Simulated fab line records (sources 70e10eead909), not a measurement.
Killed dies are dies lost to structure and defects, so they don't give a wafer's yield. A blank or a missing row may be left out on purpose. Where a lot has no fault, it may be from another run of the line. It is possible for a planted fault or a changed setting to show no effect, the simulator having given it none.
Matching of chambers ; flow nand harc ; NHARC_A_BLC_STRIP_29 on rie diel-09: 4 sister chambers
The step strips in CF4. 20 wafers are shown with their chamber, then 10 later ones without.

WAFERS PAIRED WITH THEIR CHAMBERS
wafer;chamber;throttle valve pct (%);oes product au (a.u.);rf vpp V (V)
L077.4;3;13.270;0.988;60.0
L077.5;0;13.291;1.015;59.9
L077.6;1;13.282;0.996;58.7
L078.1;3;13.274;1.001;58.6
L078.3;2;13.287;1.015;60.1
L078.4;1;13.282;0.989;59.3
L079.1;3;13.276;0.993;60.0
L079.4;1;13.291;1.002;58.9
L079.5;3;13.273;1.009;58.7
L080.1;1;13.288;1.007;59.4
L080.3;3;13.279;1.006;59.3
L080.4;0;13.287;1.019;59.3
L087.2;0;13.298;1.018;58.5
L087.3;2;13.290;1.014;58.1
L087.4;3;13.283;1.012;59.2
L087.1;1;13.274;0.999;59.9
L087.5;3;13.275;1.009;58.0
L087.6;2;13.288;1.017;58.2
L089.1;1;13.281;1.013;58.8
L089.2;3;13.264;1.012;59.6

SIGNATURES, as means of the wafers listed above
reading;chamber 0;chamber 1;chamber 2;chamber 3;scatter within a chamber
throttle valve pct;13.29200;13.28300;13.28833;13.27425;0.00542
oes product au;1.01733;1.00100;1.01533;1.00375;0.00764
rf vpp V;59.233;59.167;58.800;59.175;0.71
Rule: a wafer lies at a distance from a chamber equal to the root of the sum of squares, over the readings, of (its reading less the chamber's mean, divided by the reading's scatter). The wafer belongs to the nearest chamber; if the next one is less than 2 further off, it can't be placed. The scatter: the root of (the sum of the squares of (reading less its chamber's mean) over the shown wafers, divided by (wafers less chambers)).

WAFERS WITH NO CHAMBER GIVEN
wafer;throttle valve pct (%);oes product au (a.u.);rf vpp V (V)
L089.6;13.279;1.040;57.9
L090.1;13.278;1.011;60.0
L090.3;13.294;1.002;59.9
L090.6;13.274;1.004;58.5
L091.4;13.285;1.016;58.2
L091.5;13.293;1.003;58.7
L091.6;13.282;1.006;59.4
L093.2;13.278;1.001;60.0
L093.3;13.268;1.014;59.7
L093.6;13.276;1.018;59.7

WHICH CHAMBER EACH WENT THROUGH
wafer;from the rows above;in truth
L089.6;can't be placed: 2 or 0 or 3 or 1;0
L090.1;can't be placed: 3 or 1 or 2 or 0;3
L090.3;can't be placed: 0 or 1 or 2 or 3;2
L090.6;can't be placed: 3 or 1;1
L091.4;can't be placed: 2 or 0 or 1 or 3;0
L091.5;can't be placed: 2 or 1 or 0 or 3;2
L091.6;can't be placed: 1 or 3 or 2 or 0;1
L093.2;can't be placed: 3 or 1 or 2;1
L093.3;can't be placed: 3 or 1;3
L093.6;can't be placed: 3 or 2 or 1 or 0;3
0 of 10 placed correctly. These rows do not allow placing 10 (true chamber among the candidates in 10). 0 placed wrongly.
